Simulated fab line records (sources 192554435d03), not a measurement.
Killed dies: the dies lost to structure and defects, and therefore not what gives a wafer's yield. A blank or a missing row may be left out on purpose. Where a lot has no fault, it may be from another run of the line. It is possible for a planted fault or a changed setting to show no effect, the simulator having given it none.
Split-lot trial / flow n5Finfet / on a route of 1938 steps: 7 lots, 39 wafers read

SPLIT DETAILS
At N5_ILD0_ALD_15 (deposits SiNx, target thk 24 nm, pulse time 1 s, ald cycles 480), the setting aldCycles was moved away from the recipe's 480 on 12 of the 39 wafers read, by -32.7% to +35.2%. For the rest of the wafers, this setting stayed at what the recipe calls for.

The reading is taken at the split's own step.

THE READING
SiNx_of_ILD0_ALD_15.thkNm (the simulator's own value, which no gauge read), in nm, at N5_ILD0_ALD_15 (deposits SiNx, target thk 24 nm, pulse time 1 s, ald cycles 480). The file gives no usual value for it. The 27 wafers here that ran the recipe average 24.0 nm, standard deviation 0.13 nm.

wafer=L075.1; tool, chamber at the split=aldSin-02, 0; aldCycles as run=649; against the recipe=+35.2%; SiNx_of_ILD0_ALD_15.thkNm, nm=32.6; against lot-mates on the recipe=+8.6
wafer=L075.2; tool, chamber at the split=aldSin-02, 2,1,0; aldCycles as run=480; against the recipe=recipe; SiNx_of_ILD0_ALD_15.thkNm, nm=24; against lot-mates on the recipe=-
wafer=L075.4; tool, chamber at the split=aldSin-02, 2,1,0; aldCycles as run=480; against the recipe=recipe; SiNx_of_ILD0_ALD_15.thkNm, nm=24; against lot-mates on the recipe=-
wafer=L075.5; tool, chamber at the split=aldSin-02, 2,1,0; aldCycles as run=480; against the recipe=recipe; SiNx_of_ILD0_ALD_15.thkNm, nm=24; against lot-mates on the recipe=-
wafer=L075.3; tool, chamber at the split=aldSin-02, 3; aldCycles as run=649; against the recipe=+35.2%; SiNx_of_ILD0_ALD_15.thkNm, nm=32.4; against lot-mates on the recipe=+8.4
wafer=L075.6; tool, chamber at the split=aldSin-02, 3; aldCycles as run=649; against the recipe=+35.2%; SiNx_of_ILD0_ALD_15.thkNm, nm=32.4; against lot-mates on the recipe=+8.4
wafer=L077.1; tool, chamber at the split=aldSin-02, 0; aldCycles as run=480; against the recipe=recipe; SiNx_of_ILD0_ALD_15.thkNm, nm=23.8; against lot-mates on the recipe=-
wafer=L077.2; tool, chamber at the split=aldSin-02, 3; aldCycles as run=480; against the recipe=recipe; SiNx_of_ILD0_ALD_15.thkNm, nm=24.2; against lot-mates on the recipe=-
wafer=L077.5; tool, chamber at the split=aldSin-02, 3; aldCycles as run=480; against the recipe=recipe; SiNx_of_ILD0_ALD_15.thkNm, nm=24.2; against lot-mates on the recipe=-
wafer=L077.3; tool, chamber at the split=aldSin-02, 2,1,0; aldCycles as run=480; against the recipe=recipe; SiNx_of_ILD0_ALD_15.thkNm, nm=24; against lot-mates on the recipe=-
wafer=L077.4; tool, chamber at the split=aldSin-02, 2,1,0; aldCycles as run=480; against the recipe=recipe; SiNx_of_ILD0_ALD_15.thkNm, nm=24; against lot-mates on the recipe=-
wafer=L077.6; tool, chamber at the split=aldSin-02, 2,1,0; aldCycles as run=480; against the recipe=recipe; SiNx_of_ILD0_ALD_15.thkNm, nm=24; against lot-mates on the recipe=-
wafer=L078.1; tool, chamber at the split=aldSin-03, 2,3,0; aldCycles as run=580; against the recipe=+20.8%; SiNx_of_ILD0_ALD_15.thkNm, nm=28.8; against lot-mates on the recipe=+4.9
wafer=L078.2; tool, chamber at the split=aldSin-03, 2,3,0; aldCycles as run=580; against the recipe=+20.8%; SiNx_of_ILD0_ALD_15.thkNm, nm=28.8; against lot-mates on the recipe=+4.9
wafer=L078.3; tool, chamber at the split=aldSin-03, 2,3,0; aldCycles as run=580; against the recipe=+20.8%; SiNx_of_ILD0_ALD_15.thkNm, nm=28.8; against lot-mates on the recipe=+4.9
wafer=L078.4; tool, chamber at the split=aldSin-03, 1,2; aldCycles as run=480; against the recipe=recipe; SiNx_of_ILD0_ALD_15.thkNm, nm=23.8; against lot-mates on the recipe=-
wafer=L078.6; tool, chamber at the split=aldSin-03, 1,2; aldCycles as run=480; against the recipe=recipe; SiNx_of_ILD0_ALD_15.thkNm, nm=23.8; against lot-mates on the recipe=-
wafer=L078.5; tool, chamber at the split=aldSin-03, 3; aldCycles as run=480; against the recipe=recipe; SiNx_of_ILD0_ALD_15.thkNm, nm=24; against lot-mates on the recipe=-
wafer=L086.1; tool, chamber at the split=aldSin-02, 1; aldCycles as run=480; against the recipe=recipe; SiNx_of_ILD0_ALD_15.thkNm, nm=24; against lot-mates on the recipe=-
wafer=L086.2; tool, chamber at the split=aldSin-02, 3,2,2; aldCycles as run=401; against the recipe=-16.5%; SiNx_of_ILD0_ALD_15.thkNm, nm=20; against lot-mates on the recipe=-3.9
wafer=L086.3; tool, chamber at the split=aldSin-02, 3,2,2; aldCycles as run=401; against the recipe=-16.5%; SiNx_of_ILD0_ALD_15.thkNm, nm=20; against lot-mates on the recipe=-3.9
wafer=L086.5; tool, chamber at the split=aldSin-02, 3,2,2; aldCycles as run=401; against the recipe=-16.5%; SiNx_of_ILD0_ALD_15.thkNm, nm=20; against lot-mates on the recipe=-3.9
wafer=L086.4; tool, chamber at the split=aldSin-02, 0,3; aldCycles as run=480; against the recipe=recipe; SiNx_of_ILD0_ALD_15.thkNm, nm=23.8; against lot-mates on the recipe=-
wafer=L086.6; tool, chamber at the split=aldSin-02, 0,3; aldCycles as run=480; against the recipe=recipe; SiNx_of_ILD0_ALD_15.thkNm, nm=23.8; against lot-mates on the recipe=-
wafer=L089.1; tool, chamber at the split=aldSin-01, 3,2,2; aldCycles as run=480; against the recipe=recipe; SiNx_of_ILD0_ALD_15.thkNm, nm=24; against lot-mates on the recipe=-
wafer=L089.2; tool, chamber at the split=aldSin-01, 3,2,2; aldCycles as run=480; against the recipe=recipe; SiNx_of_ILD0_ALD_15.thkNm, nm=24; against lot-mates on the recipe=-
wafer=L089.6; tool, chamber at the split=aldSin-01, 3,2,2; aldCycles as run=480; against the recipe=recipe; SiNx_of_ILD0_ALD_15.thkNm, nm=24; against lot-mates on the recipe=-
wafer=L090.1; tool, chamber at the split=aldSin-01, 1; aldCycles as run=480; against the recipe=recipe; SiNx_of_ILD0_ALD_15.thkNm, nm=24; against lot-mates on the recipe=-
wafer=L090.6; tool, chamber at the split=aldSin-01, 1; aldCycles as run=480; against the recipe=recipe; SiNx_of_ILD0_ALD_15.thkNm, nm=24; against lot-mates on the recipe=-
wafer=L090.2; tool, chamber at the split=aldSin-01, 2; aldCycles as run=480; against the recipe=recipe; SiNx_of_ILD0_ALD_15.thkNm, nm=24.2; against lot-mates on the recipe=-
wafer=L090.5; tool, chamber at the split=aldSin-01, 2; aldCycles as run=480; against the recipe=recipe; SiNx_of_ILD0_ALD_15.thkNm, nm=24.2; against lot-mates on the recipe=-
wafer=L090.3; tool, chamber at the split=aldSin-01, 3,0; aldCycles as run=480; against the recipe=recipe; SiNx_of_ILD0_ALD_15.thkNm, nm=23.8; against lot-mates on the recipe=-
wafer=L090.4; tool, chamber at the split=aldSin-01, 3,0; aldCycles as run=480; against the recipe=recipe; SiNx_of_ILD0_ALD_15.thkNm, nm=23.8; against lot-mates on the recipe=-
wafer=L094.1; tool, chamber at the split=aldSin-02, 0,1; aldCycles as run=480; against the recipe=recipe; SiNx_of_ILD0_ALD_15.thkNm, nm=23.8; against lot-mates on the recipe=-
wafer=L094.5; tool, chamber at the split=aldSin-02, 0,1; aldCycles as run=480; against the recipe=recipe; SiNx_of_ILD0_ALD_15.thkNm, nm=23.8; against lot-mates on the recipe=-
wafer=L094.2; tool, chamber at the split=aldSin-02, 2,3,2; aldCycles as run=323; against the recipe=-32.7%; SiNx_of_ILD0_ALD_15.thkNm, nm=16; against lot-mates on the recipe=-7.9
wafer=L094.3; tool, chamber at the split=aldSin-02, 2,3,2; aldCycles as run=323; against the recipe=-32.7%; SiNx_of_ILD0_ALD_15.thkNm, nm=16; against lot-mates on the recipe=-7.9
wafer=L094.6; tool, chamber at the split=aldSin-02, 2,3,2; aldCycles as run=323; against the recipe=-32.7%; SiNx_of_ILD0_ALD_15.thkNm, nm=16; against lot-mates on the recipe=-7.9
wafer=L094.4; tool, chamber at the split=aldSin-02, 1; aldCycles as run=480; against the recipe=recipe; SiNx_of_ILD0_ALD_15.thkNm, nm=24; against lot-mates on the recipe=-
If several chambers appear in one row, that row covers several wafers at once and the file leaves open which wafer was in which chamber.

FIT RESULTS
A straight line over all 39 wafers: SiNx_of_ILD0_ALD_15.thkNm changes by +0.241 nm for each +1% of aldCycles; r = +1.00; the points scatter about the line by 0.13 nm.
The same after taking each lot's own level away (the mean of its wafers on the recipe; 39 wafers): +0.239 nm for each +1%; r = +1.00; scatter 0.11 nm.
According to that fit, moving aldCycles by its largest amount changes the reading by 8.4 nm.
Across the lots, their own levels run from 23.87 to 24.03 nm, a range of 1.2 times the standard deviation given above.
Hence the lot-to-lot level has little effect on the slope; both slopes agree.
Check: with one of the wafers moved furthest among these (+35.2%) left out of the fit, the line predicts +8.4 nm for it against its lot-mates. Against them it came out at +8.6 nm.

THE OTHER SPLITS THESE WAFERS WENT THROUGH
Note: prior to the reading, these wafers also went through further splits. Each is held against what the fit with the lots' levels taken away leaves over:
other split on the same wafers=N5_ZERO_LAYER_DEVELOP_10 developTimeS; wafers away from the commonest value=15; r with SiNx_of_ILD0_ALD_15.thkNm (lot level and that fit taken away)=+0.16
other split on the same wafers=N5_STI_FIN_REVEAL_ETCHBACK_08 timeS; wafers away from the commonest value=15; r with SiNx_of_ILD0_ALD_15.thkNm (lot level and that fit taken away)=+0.28

THE FILE'S OWN FIT
SiNx_of_ILD0_ALD_15.thkNm changes by +0.239 nm for each +1% of aldCycles, r = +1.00.
